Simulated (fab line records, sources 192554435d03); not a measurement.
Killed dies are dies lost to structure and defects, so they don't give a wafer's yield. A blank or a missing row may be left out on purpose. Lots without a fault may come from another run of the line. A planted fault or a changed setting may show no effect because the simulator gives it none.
A struck lot beside a sound one | flow n5_finfet | 15 steps out of a route of 1938
Sound: wafers L410.3, L410.4, L410.5. Struck: wafer L414.5. (L414.2, L414.6 of the same lot were not struck and are left out.) The cause comes at the end.
At each step with rows: each side's tool, then ch and its chambers, then its first start. Under that, the readings that differ: sound wafers | struck wafers | difference of the means | sigmas: that difference in standard deviations of wafers without a fault.
alike: readings whose means differ by less than 2 such deviations, and words and numbers that are the same on both sides. not compared: withheld readings, readings that some wafer has no value for, bounds like >300 that may hide the same value, and numbers for which the record gives no deviation and whose values overlap.
The two part at a step that has a row with sigmas, a row that says differs or no value, or rows on one side only. Numbers that don't overlap but have no deviation are shown without sigmas and don't part them. A reading that every wafer of one side lacks parts them only if that side has two wafers or more.

N5_BEOL_M1_ANNEAL_87: time 240 s.
  sound on pvd_sputter-02, day 8 05:41; struck on pvd_sputter-03, day 10 00:47
  alike: heater_power_w
then, 1 step without rows for these wafers: N5_BEOL_M1_SPUTTER_88 (material Cu, target thk 4.5 nm, time 8.29 s).
N5_BEOL_M1_ANNEAL_89: time 240 s.
  sound on pvd_sputter-02, day 8 05:55; struck on pvd_sputter-03, day 10 01:01
  alike: heater_power_w
N5_BEOL_M1_SPUTTER_90: material Cu, target thk 4.5 nm, time 8.29 s.
  sound on pvd_sputter-02, day 8 06:03; struck on pvd_sputter-03, day 10 01:09
  alike: throttle_valve_pct
then, 3 steps without rows for these wafers: N5_BEOL_M1_ANNEAL_91 (time 240 s); N5_BEOL_M1_SPUTTER_92 (material Cu, target thk 4.5 nm, time 8.29 s); N5_BEOL_M1_ANNEAL_93 (time 240 s).
N5_BEOL_M1_SPUTTER_94: material Cu, target thk 4.5 nm, time 8.29 s.
  sound on pvd_sputter-02, day 8 06:29; struck on pvd_sputter-03, day 10 01:35
  alike: throttle_valve_pct
N5_BEOL_M1_ANNEAL_95: time 240 s.
  sound on pvd_sputter-02, day 8 06:34; struck on pvd_sputter-03, day 10 01:40
  alike: heater_power_w
then, 3 steps without rows for these wafers: N5_BEOL_M1_SPUTTER_96 (material Cu, target thk 4.5 nm, time 8.29 s); N5_BEOL_M1_ECD_50 (material Cu, target thk 300 nm); N5_BEOL_M1_ANNEAL_51 (time 90 s).
N5_BEOL_M1_CMP_52: polishes, stops on SiOC, t overpolish 6.8 s, target thk 40 nm.
  sound on cmp-02 ch 1,2,3, day 8 07:18; struck on cmp-03 ch 2, day 10 02:26
  reading                      | sound                | struck | difference | sigmas
  barrier_field_endpoint_s (s) | 24.6 25.4 25.2       | 27.7   | +2.6       | +5
  head_pressure_psi (psi)      | 1.0032 1.0019 0.9984 | 0.9047 | -0.0965    | -46
  alike: edge_zone_pressure_frac, motor_current_A, overpolish_run_s, time_to_endpoint_s
N5_BEOL_M4_RC_MEAS_101:
  sound on prober-01 ch 0, day 9 20:59; struck on prober-01 ch 0, day 11 07:50
  reading   | sound          | struck | difference | sigmas
  VT_P (mV) | -249 -249 -244 | -240   | +7         | +2
  alike: DIBL_N, DIBL_P, IOFF_N, IOFF_P, ION_N, ION_P, SS_N, SS_P, VT_N
-- the record jumps here: 4 days lie between the struck wafers' starts before and after (it left off in module BEOL_M4 and takes up again in module PASSIVATION, whose first step shown is number 1936 of the route) --
N5_PASSIVATION_PROBE_49:
  sound on prober-02, day 13 23:26; struck on prober-02, day 15 15:34
  reading         | sound | struck | difference | sigmas
  killed_at_other | 1 0   | 6      | +6         | +2
  alike: defect_limited_yield, killed_at_M0_to_M3, killed_at_M4_up, killed_at_contacts, killed_at_front_end, killed_dies, killed_open, killed_short, sort_bin_4_leakage, sort_bin_5_function, sort_bin_6_memory, sort_n_pass, sort_yield_pct

WHERE THEY PART
First at N5_BEOL_M1_CMP_52; last, within this record, at N5_PASSIVATION_PROBE_49.

WHY: what the simulator had put in
Process parameter drift: cmp-03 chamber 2, from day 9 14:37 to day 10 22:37, at N5_BEOL_M1_CMP_52. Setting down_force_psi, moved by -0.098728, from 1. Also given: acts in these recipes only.
